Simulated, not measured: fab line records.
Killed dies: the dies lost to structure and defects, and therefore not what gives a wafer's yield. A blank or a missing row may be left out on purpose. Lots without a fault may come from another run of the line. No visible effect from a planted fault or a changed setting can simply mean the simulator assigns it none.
Chamber matching    flow n5Finfet    aldSin-03 running N5_FIN_SAQP_SPACER1_ALD_24: 4 sister chambers
The step deposits SiO2, target thk 20.3 nm, pulse time 1 s, purge time 2 s. 20 wafers are shown with their chamber, then 10 later ones without.

EACH WAFER AND ITS CHAMBER
wafer   chamber  heaterPowerOuterW (W)  heaterPowerW (W)  precursorPulseHeightRel
L075.1  3        276                    479               0.979
L075.2  2        258                    440               0.988
L075.5  1        259                    440               0.993
L077.1  2        258                    430               1.016
L077.5  1        270                    451               1.006
L077.6  2        261                    446               1.010
L078.1  1        267                    435               1.018
L078.3  3        279                    468               0.977
L078.6  0        235                    436               0.975
L079.3  2        251                    437               1.015
L079.4  0        240                    436               0.974
L079.6  3        283                    472               1.035
L083.3  1        262                    429               1.005
L083.5  3        275                    492               0.991
L083.6  2        264                    443               1.021
L084.2  2        256                    424               1.008
L084.4  1        268                    426               1.031
L084.6  2        251                    434               1.012
L086.3  2        253                    431               0.984
L086.4  3        278                    468               1.023

SIGNATURES, as means of the wafers listed above
reading                  chamber 0  chamber 1  chamber 2  chamber 3  scatter within a chamber
heaterPowerOuterW        237.50     265.20     256.50     278.20     4.24
heaterPowerW             436.00     436.20     435.62     475.80     8.56
precursorPulseHeightRel  0.97450    1.01060    1.00675    1.00100    0.0175
Rule: for a wafer and a chamber, the distance is found by dividing, reading by reading, the gap between the wafer's reading and the chamber's mean by the reading's scatter, squaring, summing and taking the root. If the next closest chamber is less than 2 further off than the closest, the wafer can't be placed; otherwise it belongs to the closest. How the scatter is found: for the shown wafers, subtract from each reading the mean of its chamber, square and add these, divide the total by (wafers less chambers), then take the root.

WAFERS WITH NO CHAMBER GIVEN
wafer   heaterPowerOuterW (W)  heaterPowerW (W)  precursorPulseHeightRel
L086.6  253                    456               1.013
L092.4  262                    436               0.999
L092.5  238                    436               0.965
L092.6  277                    480               1.032
L094.2  226                    441               0.975
L094.3  260                    437               1.018
L094.6  258                    447               1.000
L096.1  276                    474               0.997
L096.3  270                    442               0.991
L096.5  239                    436               1.011

WHICH CHAMBER EACH ONE RAN IN
wafer   from the rows above      in truth
L086.6  can't be placed: 2 or 1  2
L092.4  can't be placed: 1 or 2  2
L092.5  0                        0
L092.6  3                        3
L094.2  0                        0
L094.3  can't be placed: 2 or 1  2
L094.6  can't be placed: 2 or 1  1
L096.1  3                        3
L096.3  can't be placed: 1 or 2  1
L096.5  0                        0
5 of 10 placed correctly. Unplaceable from these rows: 5, with the true chamber sitting among the candidates in 5. Wrongly placed: 0.
